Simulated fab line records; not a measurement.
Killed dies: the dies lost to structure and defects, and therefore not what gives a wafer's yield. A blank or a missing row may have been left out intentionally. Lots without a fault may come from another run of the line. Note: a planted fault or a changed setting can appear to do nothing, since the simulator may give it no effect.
Matching of chambers	flow n5-finfet	rie-diel-06 running N5_BEOL_M5_STRIP_64: 4 sister chambers
The step strips in CF4. 16 wafers are shown with their chamber, then 8 later ones without.

WAFERS PAIRED WITH THEIR CHAMBERS
wafer	chamber	showerhead-plenum-p-Torr (Torr)	throttle-valve-pct (%)	oes-product-au (a.u.)
L074.4	1	1.76	13.59	0.67
L074.5	2	1.86	13.83	0.71
L074.6	3	1.82	13.25	0.88
L075.1	3	1.82	13.25	0.87
L075.2	2	1.86	13.84	0.71
L075.6	2	1.86	13.84	0.71
L081.1	2	1.85	13.88	0.70
L081.3	3	1.81	13.29	0.84
L081.5	0	1.76	13.26	0.93
L082.1	3	1.81	13.30	0.85
L082.2	2	1.85	13.89	0.69
L082.3	0	1.76	13.24	0.92
L086.1	1	1.75	13.07	0.94
L086.4	2	1.85	13.89	0.69
L086.5	3	1.81	13.30	0.83
L087.2	1	1.75	13.09	0.95

SIGNATURES, as means of the wafers listed above
reading	chamber 0	chamber 1	chamber 2	chamber 3	scatter within a chamber
showerhead-plenum-p-Torr	1.7600	1.7533	1.8550	1.8140	0.0053
throttle-valve-pct	13.2500	13.2500	13.8617	13.2780	0.123
oes-product-au	0.9250	0.8533	0.7017	0.8540	0.0663
Rule: for each reading, subtract the chamber's mean from the wafer's reading, divide by that reading's scatter and square the result; add these up over the readings and take the root, which gives the wafer's distance from the chamber. If the next closest chamber is less than 2 further off than the closest, the wafer can't be placed; otherwise it belongs to the closest. The scatter is the square root of a quotient: the sum, over the shown wafers, of each reading's squared deviation from its chamber's mean, divided by wafers minus chambers.

WAFERS WITHOUT THEIR CHAMBER
wafer	showerhead-plenum-p-Torr (Torr)	throttle-valve-pct (%)	oes-product-au (a.u.)
L087.5	1.81	13.30	0.83
L087.6	1.85	13.89	0.69
L093.1	1.81	13.34	0.82
L093.2	1.85	13.92	0.69
L093.5	1.75	13.09	0.95
L096.1	1.84	13.95	0.68
L096.2	1.76	13.34	0.86
L096.3	1.80	13.35	0.81

THE CHAMBER EACH PASSED THROUGH
wafer	from the rows above	in truth
L087.5	3	3
L087.6	2	2
L093.1	3	3
L093.2	2	2
L093.5	can't be placed: 1 or 0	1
L096.1	2	2
L096.2	can't be placed: 0 or 1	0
L096.3	3	3
Placed correctly: 6 of 8. Cannot be placed on the basis of these rows: 2; the candidates contain the true chamber in 2. Wrongly placed: 0.
